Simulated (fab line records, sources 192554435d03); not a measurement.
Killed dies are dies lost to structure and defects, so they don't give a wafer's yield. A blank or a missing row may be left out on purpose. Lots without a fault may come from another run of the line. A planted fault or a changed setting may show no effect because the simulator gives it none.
Split-lot experiment | flow n5_finfet | 7 lots, 21 wafers read, on a route of 1938 steps

THE SPLIT
At N5_SD_EPI_N_COAT_33 (time 60 s, resist thk 35 nm), the setting spin_rpm was moved away from the recipe's 1500 rpm on 11 of the 21 wafers read, by -9.9% to +10.2%. The other wafers ran this setting at the recipe's value.

FROM THE SPLIT TO THE READING: what the file shows between them, 4 steps
- N5_SD_EPI_N_PEB_07: peb time 60 s (also split here: peb_time_s)
- N5_SD_EPI_N_DEVELOP_08: develop time 30 s
- N5_SD_EPI_N_CD_MEAS_09: target cd 120 nm
- N5_SD_EPI_N_DESCUM_14: chemistry O2, time 7.9 s

THE READING
etch.depth_nm (the simulator's own value, which no gauge read), in nm, at N5_SD_EPI_N_ETCH_34 (etches SiARC in CF4, target depth 45.5 nm, time 75.8 s). The file gives no usual value for it. The 10 wafers here that ran the recipe average 35.06 nm, standard deviation 0.059 nm.

wafer  | tool, chamber at the split | spin_rpm as run, rpm | against the recipe | etch.depth_nm, nm | against lot-mates on the recipe
L074.1 | litho_track-03, 0          | 1653                 | +10.2%             | 33.37             | no lot-mate on the recipe
L074.2 | litho_track-03, 0          | 1653                 | +10.2%             | 33.37             | no lot-mate on the recipe
L074.3 | litho_track-03, 0          | 1653                 | +10.2%             | 33.26             | no lot-mate on the recipe
L076.2 | litho_track-05, 0          | 1500                 | recipe             | 35.01             | -
L076.3 | litho_track-05, 0          | 1500                 | recipe             | 35.08             | -
L076.6 | litho_track-05, 0          | 1352                 | -9.9%              | 36.89             | +1.84
L078.4 | litho_track-01, 0          | 1444                 | -3.7%              | 35.71             | no lot-mate on the recipe
L078.5 | litho_track-01, 0          | 1444                 | -3.7%              | 35.68             | no lot-mate on the recipe
L078.6 | litho_track-01, 0          | 1444                 | -3.7%              | 35.69             | no lot-mate on the recipe
L080.1 | litho_track-05, 0          | 1500                 | recipe             | 35.07             | -
L080.3 | litho_track-05, 0          | 1500                 | recipe             | 35.1              | -
L080.6 | litho_track-05, 0          | 1500                 | recipe             | 34.98             | -
L084.1 | litho_track-01, 0          | 1403                 | -6.5%              | 36.29             | +1.34
L084.2 | litho_track-01, 0          | 1403                 | -6.5%              | 36.24             | +1.29
L084.4 | litho_track-01, 0          | 1500                 | recipe             | 34.95             | -
L089.2 | litho_track-01, 0          | 1500                 | recipe             | 35.08             | -
L089.4 | litho_track-01, 0          | 1572                 | +4.8%              | 34.23             | -0.85
L089.6 | litho_track-01, 0          | 1572                 | +4.8%              | 34.3              | -0.78
L093.2 | litho_track-05, 0          | 1500                 | recipe             | 35.16             | -
L093.5 | litho_track-05, 0          | 1500                 | recipe             | 35.09             | -
L093.6 | litho_track-05, 0          | 1500                 | recipe             | 35.09             | -

THE FIT
A straight line over all 21 wafers: etch.depth_nm changes by -0.174 nm for each +1% of spin_rpm; r = -1.00; the points scatter about the line by 0.062 nm.
The same after taking each lot's own level away (the mean of its wafers on the recipe; 15 wafers): -0.188 nm for each +1%; r = -1.00; scatter 0.058 nm.
On that fit, the largest move of spin_rpm shifts the reading by 1.9 nm.
The lots' own levels span 34.950 to 35.113 nm, that is 2.7 times the standard deviation above.
So the lot-to-lot level changes the slope little: the two slopes agree.
Check: with one of the wafers moved furthest among these (-9.9%) left out of the fit, the line predicts +1.91 nm for it against its lot-mates. It came out at +1.84 nm against them.

OTHER SPLITS ON THESE WAFERS
These wafers also went through other splits before the reading. Each is held against what the fit with the lots' levels taken away leaves over:
other split on the same wafers | wafers away from the commonest value | r with etch.depth_nm (lot level and that fit taken away)
N5_FIN_SAQP_ETCH_52 source_w   | 6                                    | +0.54
N5_FIN_CUT_CUT_ETCH_26 time_s  | 6                                    | -0.15
N5_DUMMY_GATE_COAT_09 spin_rpm | 10                                   | +0.10
N5_SD_EPI_N_PEB_07 peb_time_s  | 9                                    | -0.42

THE WHOLE CHAIN: every reading that the file lists as answering this split, in the file's order
step                | what it does                                           | reading                                                                                   | change (the file's fit)               | r (the file's)
N5_SD_EPI_N_COAT_33 | time 60 s, resist thk 35 nm                            | SiARC_of_SD_EPI_N_COAT_33.thk_nm (the simulator's own value, which no gauge read)         | -0.178 nm for each +1% of the setting | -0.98
N5_SD_EPI_N_ETCH_34 | etches SiARC in CF4, target depth 45.5 nm, time 75.8 s | CAR-ArF-block_of_SD_EPI_N_COAT_03.thk_nm (the simulator's own value, which no gauge read) | +0.171 nm for each +1% of the setting | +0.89
N5_SD_EPI_N_ETCH_34 | etches SiARC in CF4, target depth 45.5 nm, time 75.8 s | etch.depth_nm (the simulator's own value, which no gauge read)                            | -0.189 nm for each +1% of the setting | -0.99

THE FILE'S OWN FIT
etch.depth_nm changes by -0.189 nm for each +1% of spin_rpm, r = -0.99.
